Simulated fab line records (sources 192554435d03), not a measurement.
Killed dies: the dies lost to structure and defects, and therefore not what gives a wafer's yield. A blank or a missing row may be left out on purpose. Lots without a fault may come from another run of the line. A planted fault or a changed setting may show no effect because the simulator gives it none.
Split-lot trial | flow n5Finfet | on a route of 1938 steps: 7 lots, 21 wafers read

## ON THE SPLIT
At N5_DUMMY_GATE_EXPOSE_12 (exposes mask GATE, target cd 25 nm), the setting doseMj was moved away from the recipe's 34 on 7 of the 21 wafers read, by -5.2% to +6.8%. For the rest of the wafers, this setting stayed at what the recipe calls for.

## FROM THE SPLIT TO THE READING: what the file shows between them, 2 steps
- N5_DUMMY_GATE_PEB_13: peb time 60 s
- N5_DUMMY_GATE_DEVELOP_14: develop time 30 s

## THE READING
At N5_DUMMY_GATE_CD_MEAS_15: cdNm in nanometres, against a target cd of 25.8 nm. On this fab line, fault-free wafers typically give 24.95 nm with a standard deviation of 0.25 nm.

wafer  | tool, chamber at the split | doseMj as run | against the recipe | cdNm, nm | against lot-mates on the recipe
L083.2 | euvScanner-02, 0           | 34            | recipe             | 24.83    | -
L083.3 | euvScanner-02, 0           | 34            | recipe             | 24.76    | -
L083.4 | euvScanner-02, 0           | 34            | recipe             | 24.99    | -
L086.2 | euvScanner-02, 0           | 34            | recipe             | 24.92    | -
L086.3 | euvScanner-02, 0           | 34            | recipe             | 24.79    | -
L086.6 | euvScanner-02, 0           | 34            | recipe             | 24.72    | -
L088.2 | euvScanner-02, 0           | 34            | recipe             | 24.89    | -
L088.3 | euvScanner-02, 0           | 36.32         | +6.8%              | 24.03    | -0.86
L088.6 | euvScanner-02, 0           | 36.32         | +6.8%              | 23.91    | -0.98
L090.4 | euvScanner-02, 0           | 32.24         | -5.2%              | 26.14    | +1.26
L090.5 | euvScanner-02, 0           | 34            | recipe             | 24.88    | -
L090.6 | euvScanner-02, 0           | 32.24         | -5.2%              | 26.16    | +1.28
L092.2 | euvScanner-02, 0           | 34            | recipe             | 25.23    | -
L092.3 | euvScanner-02, 0           | 35.01         | +3.0%              | 24.51    | -0.70
L092.5 | euvScanner-02, 0           | 34            | recipe             | 25.19    | -
L094.1 | euvScanner-01, 0           | 35.14         | +3.4%              | 24.24    | -0.59
L094.2 | euvScanner-01, 0           | 35.14         | +3.4%              | 24.27    | -0.56
L094.3 | euvScanner-01, 0           | 34            | recipe             | 24.83    | -
L096.3 | euvScanner-01, 0           | 34            | recipe             | 24.58    | -
L096.4 | euvScanner-01, 0           | 34            | recipe             | 24.63    | -
L096.5 | euvScanner-01, 0           | 34            | recipe             | 24.89    | -

THE FIT
A straight line over all 21 wafers: cdNm changes by -0.178 nm for each +1% of doseMj; r = -0.93; the points scatter about the line by 0.21 nm.
The same after taking each lot's own level away (the mean of its wafers on the recipe; 21 wafers): -0.182 nm for each +1%; r = -0.96; scatter 0.16 nm.
On that fit, the largest move of doseMj shifts the reading by 1.2 nm.
Across the lots, their own levels run from 24.700 to 25.210 nm, a range of 2.0 times the standard deviation given above.
The two slopes agree, so the slope changes little with the lot-to-lot level.
Check: for one of the wafers moved furthest among these (+6.8%), held out of the fit, the line's prediction against its lot-mates is -1.31 nm. Against them it came out at -0.86 nm.

## OTHER SPLITS ON THESE WAFERS
Before the reading, these wafers also passed through other splits. Each is held against what the fit with the lots' levels taken away leaves over:
other split on the same wafers | wafers away from the commonest value | r with cdNm (lot level and that fit taken away)
N5_ZERO_LAYER_ETCH_18 biasW    | 8                                    | -0.27
N5_FIN_SAQP_PECVD_06 timeS     | 8                                    | -0.18
N5_FIN_SAQP_EXPOSE_13 doseMj   | 9                                    | -0.26
N5_FIN_SAQP_FIN_ETCH_36 icpW   | 5                                    | -0.26
N5_FIN_CUT_COAT_18 spinRpm     | 10                                   | -0.01

## THE FILE'S OWN FIT
cdNm changes by -0.18 nm for each +1% of doseMj, r = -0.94.
